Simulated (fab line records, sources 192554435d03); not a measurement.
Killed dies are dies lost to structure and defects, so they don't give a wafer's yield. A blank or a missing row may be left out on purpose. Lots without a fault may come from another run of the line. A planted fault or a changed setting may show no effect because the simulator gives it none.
fab line records | flow n5_finfet
record lots=5 wafers=15 last_day=18
route steps=1938 shown SDB@373 DUMMY_REMOVAL@377 HKMG_FIN@385 BEOL_M4@1111
lots that met no fault: from a run of the same line without faults
start_h: hours from the record's first day to the start of the lot's first wafer shown | wait_h: hours since the lot's step before | " the same as in the row above | L1.1+2: a row that stands for several wafers | - no value, or no start given | * or withheld: withheld | < > ~ a bound
route shown NAME@n: a module of which the file shows steps, and the number in the route of the first | usual: mean/standard deviation of fault-free wafers | same: alike in all rows | chamber/n: place in a boat | sites: the reading at each site | _std_site: their standard deviation | _edge_site: outer sites' mean less inner sites' | radius_mm: how far each site lies from the wafer's centre | mask NAME#n: copy n | behind: the tool/chamber that last shaped the wafer | hold: why the lot was held/for how many hours/how that ended | device: the transistor (n, p or np) that didn't switch | end of line: the same wafers' tests at the end of the route | a step without rows: its recipe alone | killed: dies lost to structure and defects at the first sort, not the wafer's yield | map: a wafer's dies, x killed, . not, _ none there
set.NAME: the setting as run; set.NAME@STEP: as run at that earlier step | model.NAME: the simulator's own value behind a step, which no gauge read
lots at some steps of the route; a table a step, a row a wafer
services: from which hour (start_h, from the record's first day; less than 0 if before it) a tool's chamber was out of use, for how many hours, and why
## steps
# step N5_SDB_ALD_29
# recipe material=SiNx target_thk_a=300 temp_c=400 ald_precursor_family=SiH2I2 ald_co_reactant=N2/H2-plasma pulse_time_s=1 ald_cycles=600 purge_time_s=2 co_reactant_purge_time_s=2 pressure_torr=2
# usual heater_power_w=894/110 precursor_pulse_height_rel=1.000/0.021
# same purge_time_s=2
# columns lot.wafer tool chamber start_h wait_h heater_power_w precursor_pulse_height_rel
L216.2 ald_sin-01 1 82.12 0.0 1027 0.963
L216.3 " 3 " " 930 1.009
L216.4 " 1 83.47 1.4 1000 0.986
L223.2 ald_sin-04 3 128.21 0.0 963 0.991
L223.3 " 2 " " 1010 1.048
L223.6 " 2 129.57 1.4 989 1.002
L224.2 ald_sin-03 1 136.63 0.0 764 0.974
L224.3 " 2 " " 909 1.008
L224.5 " 3 137.98 1.4 851 1.032
L227.3 ald_sin-01 3 152.36 0.0 920 0.986
L227.4 " 0 " " 748 1.023
L227.5 " 3 153.71 1.4 899 0.997
L234.1 ald_sin-01 1 193.18 0.0 1017 0.988
L234.4 " 2 " " 1052 1.033
L234.5 " 1 194.54 1.4 993 0.976
# step N5_SDB_CMP_30
# recipe stop_on=poly-Si t_overpolish_s=1.54 post_cmp_clean=alkaline_brush down_force_psi=4.1491 platen_rpm=51.796 pad_velocity_m_s=1.0306 target_thk_nm=30
# step N5_SDB_THK_MEAS_31
# recipe reads=a-Si_of_DUMMY_GATE_CVD_03
# usual SDB_THK=64.2/0.98
# columns lot.wafer tool chamber start_h wait_h SDB_THK[nm]
L216.2 film_metro-01 - 85.15 - 63.3
L216.3 " - " " 62.1
L216.4 " - " " 63.3
L223.2 film_metro-02 - 131.24 - 64.8
L223.3 " - " " 63.5
L223.6 " - " " 65.0
L224.2 film_metro-01 - 139.66 - 62.9
L224.3 " - " " 63.6
L224.5 " - " " 64.0
L227.3 film_metro-01 - 155.39 - 64.1
L227.4 " - " " 64.6
L227.5 " - " " 65.3
L234.1 film_metro-01 - 196.21 - 62.3
L234.4 " - " " 63.5
L234.5 " - " " 61.8
# step N5_SDB_INSPECT_36
# recipe inspect_instrument=darkfield mode=post_cmp
# usual raw_defect_count=35/16
# columns lot.wafer tool chamber start_h wait_h raw_defect_count
L216.2 defect_inspect-01 - 85.17 0.0 25
L216.3 " - " " 18
L216.4 " - " " 34
L223.2 defect_inspect-02 - 131.27 0.0 48
L223.3 " - " " 47
L223.6 " - " " 40
L224.2 defect_inspect-01 - 139.68 0.0 22
L224.3 " - " " 38
L224.5 " - " " 40
L227.3 defect_inspect-02 - 155.41 0.0 16
L227.4 " - " " 42
L227.5 " - " " 29
L234.1 defect_inspect-02 - 196.24 0.0 35
L234.4 " - " " 33
L234.5 " - " " 34
# step N5_DUMMY_REMOVAL_HM_STRIP_01
# recipe chemistry=CH3F/O2 material=SiNx target_depth_a=40 stop_on=poly-Si time_s=6.8 over_etch_frac=0.3 ion_energy_ev=60 power_w=410 bias_w=29 Ar_flow_sccm=150 CH3F_flow_sccm=30 O2_flow_sccm=20
# step N5_DUMMY_REMOVAL_STRIP_10
# recipe chemistry=N2/H2 time_s=40 power_w=100 temp_c=40 pressure_mtorr=100 rf_frequency_hz=6e+07 bias_power_w=3 n2_flow_sccm=300 h2_flow_sccm=300
# step N5_DUMMY_REMOVAL_PRECLEAN_07
# recipe chemistry=dHF time_s=30 temp_c=25 dilution=withheld
# step N5_DUMMY_REMOVAL_DUMMY_REMOVE_02
# recipe chemistry=TMAH temp_c=70 target=poly-Si stop_on=SiO2 target_depth_nm=142 conc_wt_pct=5 time_s=57 dry=ipa_marangoni rinse_time_s=30 rinse_temp_c=23
# step N5_DUMMY_REMOVAL_INSPECT_06
# recipe inspect_instrument=brightfield mode=aei
# usual raw_defect_count=12/5.7
# columns lot.wafer tool chamber start_h wait_h raw_defect_count
L216.2 defect_inspect-01 - 85.40 0.0 17
L216.3 " - " " 15
L216.4 " - " " 20
L223.2 defect_inspect-02 - 131.50 0.0 11
L223.3 " - " " 12
L223.6 " - " " 11
L224.2 defect_inspect-02 - 140.05 0.0 6
L224.3 " - " " 9
L224.5 " - " " 10
L227.3 defect_inspect-02 - 155.91 0.0 3
L227.4 " - " " 12
L227.5 " - " " 7
L234.1 defect_inspect-01 - 196.58 0.0 11
L234.4 " - " " 19
L234.5 " - " " 14
# step N5_DUMMY_REMOVAL_PRECLEAN_08
# recipe chemistry=NF3:NH3 afs_cycles=2 temp_c=30 time_s=20 sublimation_temp_c=180 sublimation_time_s=60 pressure_torr=3 rf_power_w=30
# step N5_DUMMY_REMOVAL_PRECLEAN_04
# recipe chemistry=DHF time_s=37 temp_c=25 dilution=500:1
# step N5_DUMMY_REMOVAL_SRD_05
# recipe dry=ipa_marangoni do_ppb=5 time_s=30 temp_c=23 rinse_liquid=diw
# step N5_HKMG_FIN_IL_REGROW_00
# recipe material=SiO2 target_thk_a=7.5 chemistry=O3 temp_c=withheld time_s=30
# columns lot.wafer tool chamber start_h wait_h
L216.2+3+4 ald_hk-02 0,2,1 85.71 0.0
L223.2+3+6 ald_hk-02 0,1,0 131.82 0.0
L224.2+3+5 ald_hk-02 2,3,0 140.35 0.0
L227.3+4+5 ald_hk-01 3,0,2 156.24 0.0
L234.1+4+5 ald_hk-02 1,2,2 196.88 0.0
# step N5_HKMG_FIN_HK_ALD_01
# recipe material=HfO2 target_thk_a=16 temp_c=withheld ald_precursor_family=HfCl4 ald_co_reactant=H2O pulse_time_s=3 purge_time_s=3 co_reactant_purge_time_s=2.5 co_reactant_pulse_time_s=0.3 ald_cycles=30
# step N5_HKMG_FIN_HK_ANNEAL_02
# recipe temp_c=700 time_s=30 ambient=N2 idle_temp_c=600 ramp_up_c_per_s=150 ramp_down_c_per_s=60 cool_to_c=600
# step N5_HKMG_FIN_ALD_74
# recipe material=La2O3 target_thk_a=5 temp_c=250 ald_precursor_family=La-Cp ald_co_reactant=O3 pulse_time_s=6 co_reactant_pulse_time_s=1 purge_time_s=3 co_reactant_purge_time_s=3
# usual heater_power_w=369/29 precursor_pulse_height_rel=1.000/0.02
# same purge_time_s=3
# columns lot.wafer tool chamber start_h wait_h heater_power_w precursor_pulse_height_rel
L216.2 ald_hk-03 0 86.16 0.2 364 1.000
L216.3 " 3 " " 376 1.005
L216.4 " 2 " " 406 1.003
L223.2 ald_hk-03 2 132.28 0.2 394 1.018
L223.3 " 0 " " 374 1.010
L223.6 " 1 " " 376 0.997
L224.2 ald_hk-03 0 140.88 0.2 372 0.988
L224.3 " 3 " " 369 1.016
L224.5 " 3 " " 373 0.947
L227.3 ald_hk-03 3 156.69 0.1 368 0.986
L227.4 " 2 " " 401 1.010
L227.5 " 3 " " 372 0.998
L234.1 ald_hk-03 1 197.37 0.2 393 1.003
L234.4 " 0 " " 367 1.025
L234.5 " 3 " " 375 1.011
# step N5_HKMG_FIN_ALD_75
# recipe material=Al2O3 target_thk_a=10 temp_c=150 ald_precursor_family=TMA ald_co_reactant=H2O pulse_time_s=withheld co_reactant_pulse_time_s=1
# usual heater_power_w=159/12 precursor_pulse_height_rel=1.000/0.02
# columns lot.wafer tool chamber start_h wait_h heater_power_w precursor_pulse_height_rel
L216.2 ald_hk-03 0 86.24 0.0 160 0.995
L216.3 " 3 " " 159 1.014
L216.4 " 2 " " 175 0.993
L223.2 ald_hk-03 2 132.36 0.0 177 1.005
L223.3 " 0 " " 159 0.971
L223.6 " 1 " " 166 1.020
L224.2 ald_hk-03 0 140.96 0.0 157 1.019
L224.3 " 3 " " 163 1.012
L224.5 " 3 " " 160 0.996
L227.3 ald_hk-03 3 156.77 0.0 159 0.995
L227.4 " 2 " " 171 0.978
L227.5 " 3 " " 160 1.012
L234.1 ald_hk-03 1 197.45 0.0 167 0.993
L234.4 " 0 " " 158 0.997
L234.5 " 3 " " 159 0.979
# step N5_HKMG_FIN_COAT_41
# recipe resist=SOC temp_c=250 time_s=60 spin_rpm=1500 resist_thk_nm=300
# step N5_HKMG_FIN_COAT_42
# recipe resist=SiARC temp_c=220 time_s=60 spin_rpm=1500 resist_thk_nm=35
# step N5_HKMG_FIN_COAT_43
# recipe resist=CAR-ArF spin_rpm=1500 resist_thk_nm=90
# step N5_HKMG_FIN_EBR_45
# recipe solvent=PGMEA ebr_width_mm=1.5
# step N5_HKMG_FIN_SOFTBAKE_44
# recipe temp_c=110 time_s=60 resist=CAR-ArF
# step N5_HKMG_FIN_EXPOSE_46
# recipe mask_id=NDIPOLE na=1.35 source_shape=conventional sigma_outer=0.8 polarization=unpolarized dose_mj=40
# step N5_HKMG_FIN_PEB_47
# recipe peb_temp_c=withheld peb_time_s=60 resist=CAR-ArF
# step N5_HKMG_FIN_DEVELOP_48
# recipe develop_time_s=30 developer=TMAH resist=CAR-ArF rinse_liquid=diw dry=air_spin dev_temp_c=23
# step N5_HKMG_FIN_CD_MEAS_49
# recipe target_cd_nm=202 landing_energy_ev=500 detector=se_inlens polarity=opening
# usual cd_nm=202.0/0.64
# columns lot.wafer tool chamber start_h wait_h cd_nm
L216.2 cd_sem-02 0 86.70 - 202.5
L216.3 " 0 " " 202.0
L216.4 " 0 " " 202.3
L223.2 cd_sem-03 0 132.70 - 202.2
L223.3 " 0 " " 201.9
L223.6 " 0 " " 201.6
L224.2 cd_sem-02 0 141.30 - 202.2
L224.3 " 0 " " 201.4
L224.5 " 0 " " 202.2
L227.3 cd_sem-02 0 157.24 - 201.9
L227.4 " 0 " " 202.5
L227.5 " 0 " " 201.8
L234.1 cd_sem-02 0 197.79 - 201.7
L234.4 " 0 " " 201.7
L234.5 " 0 " " 202.7
# step N5_HKMG_FIN_OVL_MEAS_50
# recipe points_per_wafer=44
# usual NDIPOLE_OVL=-0.3/0.71
# columns lot.wafer tool chamber start_h wait_h NDIPOLE_OVL[nm]
L216.2 overlay-02 0 86.73 0.0 -0.8
L216.3 " 0 " " 0.0
L216.4 " 0 " " 1.1
L223.2 overlay-01 0 132.73 0.0 0.2
L223.3 " 0 " " 0.2
L223.6 " 0 " " 0.5
L224.2 overlay-01 0 141.33 0.0 0.2
L224.3 " 0 " " -0.5
L224.5 " 0 " " -0.3
L227.3 overlay-01 0 157.26 0.0 0.1
L227.4 " 0 " " -0.7
L227.5 " 0 " " 0.2
L234.1 overlay-01 0 197.82 0.0 -0.8
L234.4 " 0 " " -0.7
L234.5 " 0 " " 0.4
# step N5_HKMG_FIN_INSPECT_61
# recipe mode=adi inspect_instrument=macro
# usual raw_defect_count=2.0/1.3
# columns lot.wafer tool chamber start_h wait_h raw_defect_count
L216.2 defect_inspect-01 - 86.76 0.0 3
L216.3 " - " " 1
L216.4 " - " " 1
L223.2 defect_inspect-02 - 132.76 0.0 0
L223.3 " - " " 4
L223.6 " - " " 0
L224.2 defect_inspect-01 - 141.35 0.0 1
L224.3 " - " " 1
L224.5 " - " " 0
L227.3 defect_inspect-02 - 157.29 0.0 1
L227.4 " - " " 1
L227.5 " - " " 3
L234.1 defect_inspect-02 - 197.84 0.0 3
L234.4 " - " " 1
L234.5 " - " " 2
# step N5_HKMG_FIN_DESCUM_53
# recipe chemistry=O2 time_s=7.9 source_power_w=50 bias_power_w=20 pressure_mtorr=20 rf_frequency_hz=2.712e+07 temp_c=40 resist=CAR-ArF o2_flow_sccm=225
# usual drypump_motor_current_A=5.7/0.38 oes_product_au=0.80/0.085 rf_vpp_V=243.2/1.5 showerhead_plenum_p_Torr=2.10/0.077 throttle_valve_pct=20.45/0.25
# columns lot.wafer tool chamber start_h wait_h drypump_motor_current_A oes_product_au rf_hours_counter_h rf_vpp_V showerhead_plenum_p_Torr throttle_valve_pct
L216.2 rie_diel-04 1 86.97 0.2 6.2 0.89 18 243.5 2.22 20.27
L216.3 " 0 " " 5.5 0.90 39 242.8 2.05 20.04
L216.4 " 3 " " 5.6 0.92 7 246.8 2.23 20.44
L223.2 rie_diel-03 0 132.79 0.0 5.1 0.67 248 241.9 2.05 20.63
L223.3 " 1 " " 6.3 0.68 249 243.4 2.05 20.30
L223.6 " 0 " " 5.1 0.67 - 241.5 2.05 20.61
L224.2 rie_diel-03 0 141.40 0.0 5.1 0.67 251 244.0 2.05 20.61
L224.3 " 2 " " 5.4 0.77 131 244.1 2.20 20.81
L224.5 " 0 " " 5.1 0.67 - 242.9 2.05 20.60
L227.3 rie_diel-03 3 157.56 0.3 6.0 0.77 157 243.0 2.00 20.60
L227.4 " 3 " " 5.9 0.76 - 238.9 2.00 20.59
L227.5 " 0 " " 5.1 0.66 - 241.8 2.05 20.63
L234.1 rie_diel-03 0 197.88 0.0 5.0 0.94 6 241.9 2.04 20.24
L234.4 " 2 " " 5.5 0.76 156 244.4 2.19 20.87
L234.5 " 1 " " 6.3 0.94 - 243.0 2.05 20.01
# step N5_HKMG_FIN_ETCH_54
# recipe chemistry=CF4 target=SiARC target_depth_a=455 mask_material=CAR-ArF time_s=75.8 ion_energy_ev=80 pressure_mtorr=40 source_w=545 bias_w=36 Ar_flow_sccm=100 cf4_flow_sccm=100 ends=cleared
# step N5_HKMG_FIN_ETCH_55
# recipe chemistry=N2/H2 target=SOC target_depth_a=2400 temp_c=40 time_s=300 ion_energy_ev=200 mask_material=SiARC pressure_mtorr=30 source_w=840 bias_w=150 n2_flow_sccm=200 h2_flow_sccm=200
# usual drypump_motor_current_A=5.7/0.38 oes_product_au=0.80/0.083 rf_vpp_V=524.4/2.7 showerhead_plenum_p_Torr=2.56/0.093 throttle_valve_pct=17.86/0.24
# columns lot.wafer tool chamber start_h wait_h drypump_motor_current_A oes_product_au rf_hours_counter_h rf_vpp_V showerhead_plenum_p_Torr throttle_valve_pct
L216.2 rie_diel-04 1 87.06 0.0 6.2 0.88 18 529.7 2.71 17.83
L216.3 " 0 " " 5.5 0.90 39 521.3 2.48 17.44
L216.4 " 3 " " 5.6 0.92 7 528.9 2.70 17.75
L223.2 rie_diel-03 0 132.88 0.0 5.1 0.67 248 521.2 2.51 18.12
L223.3 " 1 " " 6.3 0.67 249 523.6 2.51 17.83
L223.6 " 0 " " 5.1 0.67 - 521.9 2.51 18.14
L224.2 rie_diel-03 0 141.49 0.0 5.1 0.67 251 523.5 2.51 18.14
L224.3 " 2 " " 5.5 0.77 131 527.6 2.66 18.10
L224.5 " 0 " " 5.1 0.67 - 523.8 2.51 18.15
L227.3 rie_diel-03 3 157.65 0.0 6.0 0.78 157 520.2 2.44 18.14
L227.4 " 3 " " 5.9 0.77 - 521.5 2.44 18.15
L227.5 " 0 " " 5.1 0.67 - 521.6 2.50 18.17
L234.1 rie_diel-03 0 197.97 0.0 5.1 0.93 6 522.4 2.50 17.71
L234.4 " 2 " " 5.5 0.75 156 527.0 2.65 18.12
L234.5 " 1 " " 6.3 0.92 - 522.5 2.50 17.46
# step N5_HKMG_FIN_STRIP_56
# recipe chemistry=N2/H2 temp_c=40 n2_flow_sccm=200 h2_flow_sccm=200 rf_frequency_hz=6e+07
# step N5_HKMG_FIN_STRIP_57
# recipe chemistry=CF4 resist=SiARC power_w=300 bias_power_w=75 pressure_mtorr=50 cf4_flow_sccm=150 rf_frequency_hz=6e+07
# step N5_HKMG_FIN_ETCH_58
# recipe chemistry=N2/H2 target=SOC target_depth_a=2158 ion_energy_ev=50 bias_w=13 time_s=741 pressure_mtorr=30 source_w=875 n2_flow_sccm=200 h2_flow_sccm=200
# step N5_HKMG_FIN_STRIP_93
# recipe chemistry=N2/H2 material=SOC time_s=20 power_w=500 temp_c=40 pressure_mtorr=50 rf_frequency_hz=6e+07 bias_power_w=8 h2_frac=0.5 n2_flow_sccm=300 h2_flow_sccm=300
# step N5_HKMG_FIN_WET_ETCH_76
# recipe chemistry=dNH4OH mix=1:50 temp_c=25 target=Al2O3 stop_on=La2O3 target_depth_nm=2.25 dry=ipa_marangoni rinse_time_s=30 rinse_temp_c=23
# step N5_HKMG_FIN_STRIP_60
# recipe chemistry=N2/H2 power_w=2500 temp_c=300 h2_frac=0.65 time_s=360 pressure_mtorr=withheld n2_flow_sccm=1750 h2_flow_sccm=3250
# step N5_HKMG_FIN_WET_ETCH_77
# recipe chemistry=dHCl mix=1:10000 temp_c=25 target=La2O3 stop_on=HfO2 target_depth_nm=2
# step N5_HKMG_FIN_WET_ETCH_78
# recipe chemistry=dNH4OH mix=1:50 temp_c=25 target=Al2O3 stop_on=La2O3 target_depth_nm=4.5 dry=ipa_marangoni rinse_time_s=30 rinse_temp_c=23
# step N5_HKMG_FIN_ALD_79
# recipe material=TiN target_thk_a=15 temp_c=400 ald_precursor_family=TiCl4 ald_co_reactant=NH3 pulse_time_s=1 purge_time_s=3 co_reactant_purge_time_s=2 co_reactant_pulse_time_s=2 ald_cycles=68 pressure_torr=3
# step N5_HKMG_FIN_CVD_62
# recipe material=a-Si target_thk_a=30 temp_c=500 precursor=Si2H6 pressure_torr=1 time_s=20.8
# step N5_HKMG_FIN_RTA_80
# recipe temp_c=withheld time_s=2 ambient=N2 idle_temp_c=600 ramp_up_c_per_s=150 ramp_down_c_per_s=60 cool_to_c=600
# step N5_BEOL_M4_RC_MEAS_101
# usual DIBL_N=36.3/1.6 DIBL_P=36.5/1.6 EOT_N=10.53/0.085 EOT_P=10.47/0.099 IGATE_N=0.0123/0.0016 IGATE_P=0.0037/0.0005 IOFF_N=0.163/0.026 IOFF_P=0.22/0.033 ION_N=676/9.9 ION_P=464/6.5 SS_N=71.5/0.5 SS_P=73.3/0.64 VT_N=249.3/2.9 VT_P=-250/3.2
# columns lot.wafer tool chamber start_h wait_h DIBL_N[mV/V] DIBL_P[mV/V] EOT_N EOT_P IGATE_N[nA/um] IGATE_P[nA/um] IOFF_N[nA/um] IOFF_P[nA/um] ION_N[uA/um] ION_P[uA/um] SS_N[mV/dec] SS_P[mV/dec] VT_N[mV] VT_P[mV]
L216.2 prober-01 0 200.31 0.2 35.0 36.0 10.62 10.48 0.0103 0.0032 0.166 0.20 675 458 71.8 73.5 250.1 -250
L216.3 " 0 " " 34.6 35.3 10.49 10.51 0.0109 0.0033 0.157 0.18 672 459 72.0 73.3 249.7 -251
L216.4 " 0 " " 35.8 37.9 10.37 10.28 0.0141 0.0044 0.195 0.22 692 466 72.3 73.9 245.3 -250
L223.2 prober-02 0 254.54 0.2 35.6 35.8 10.47 10.47 0.0123 0.0038 0.148 0.21 676 454 72.2 73.1 248.0 -250
L223.3 " 0 " " 35.1 35.2 10.32 10.21 0.0189 0.0058 0.147 0.20 685 475 71.0 73.3 250.1 -250
L223.6 " 0 " " 37.0 37.3 10.57 10.37 0.0120 0.0038 0.172 0.23 678 465 71.0 73.6 248.6 -249
L224.2 prober-01 0 257.92 0.2 35.9 36.6 10.60 10.39 0.0112 0.0034 0.155 0.22 668 465 71.4 73.5 249.2 -248
L224.3 " 0 " " 36.9 37.0 10.54 10.45 0.0105 0.0032 0.171 0.23 669 461 71.7 73.5 248.5 -246
L224.5 " 0 " " 35.1 35.6 10.63 10.57 0.0098 0.0030 0.145 0.22 666 462 71.0 73.2 254.2 -248
L227.3 prober-02 0 271.06 0.3 38.8 38.6 10.42 10.37 0.0136 0.0041 0.221 0.25 688 465 72.2 73.3 246.4 -249
L227.4 " 0 " " 36.6 36.2 10.47 10.54 0.0118 0.0036 0.177 0.21 673 457 72.2 73.1 248.0 -252
L227.5 " 0 " " 37.1 36.6 10.42 10.52 0.0134 0.0040 0.181 0.21 685 461 71.1 73.8 247.4 -251
L234.1 prober-01 0 309.23 0.0 36.8 36.7 11.15 10.93 0.0050 0.0015 0.157 0.22 657 454 70.9 73.6 251.1 -252
L234.4 " 0 " " 35.9 36.4 10.65 10.67 0.0112 0.0034 0.150 0.21 681 466 71.1 73.1 249.6 -251
L234.5 " 0 " " 37.2 37.8 10.55 10.44 0.0127 0.0038 0.168 0.23 678 461 71.6 74.1 251.5 -251
## services
# columns tool chamber start_h hours kind
rie_diel-03 3 64.49 20.8 repair
ald_sin-04 1 73.53 2.1 repair
ald_sin-01 0 79.67 12.1 repair
ald_sin-01 - 85.25 14.0 pm
ald_sin-01 1 85.25 14.0 vent_cycle
ald_sin-01 2 85.25 14.0 vent_cycle
ald_sin-01 3 85.25 14.0 vent_cycle
rie_diel-03 2 88.25 5.0 repair
ald_sin-01 0 99.25 - clean
ald_sin-01 1 99.25 - clean
ald_sin-01 2 99.25 - clean
ald_sin-01 3 99.25 - clean
rie_diel-03 1 136.58 - clean
rie_diel-03 1 136.58 - consumable_replace:focus_ring
rie_diel-03 1 136.58 23.6 scheduled_down
rie_diel-03 1 136.58 23.6 vent_cycle
rie_diel-04 1 154.12 31.9 repair
rie_diel-03 0 160.31 - clean
rie_diel-03 0 160.31 - consumable_replace:focus_ring
rie_diel-03 0 160.31 19.5 scheduled_down
rie_diel-03 0 160.31 19.5 vent_cycle
ald_sin-04 - 164.71 0.3 repair
ald_hk-03 - 173.89 1.0 repair
## key
first_sign step=N5_BEOL_M4_RC_MEAS_101 reading=EOT_N direction=up sigmas=7.3 usual=10.53 struck=11.15
effect step=N5_BEOL_M4_RC_MEAS_101 reading=EOT_P direction=up sigmas=4.7 usual=10.47 struck=10.93
effect step=N5_BEOL_M4_RC_MEAS_101 reading=IGATE_N direction=down sigmas=4.5 usual=0.0123 struck=0.0050
effect step=N5_BEOL_M4_RC_MEAS_101 reading=IGATE_P direction=down sigmas=4.4 usual=0.0037 struck=0.0015
met_at N5_HKMG_FIN_IL_REGROW_00
struck_wafers L234.1
onset_between 131.82 196.88
fault kind=process_parameter_drift tool=ald_hk-02 chamber=1 onset_h=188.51 steps=N5_HKMG_FIN_IL_REGROW_00 channel=time_s offset=* shape=step end_h=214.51 stated=*
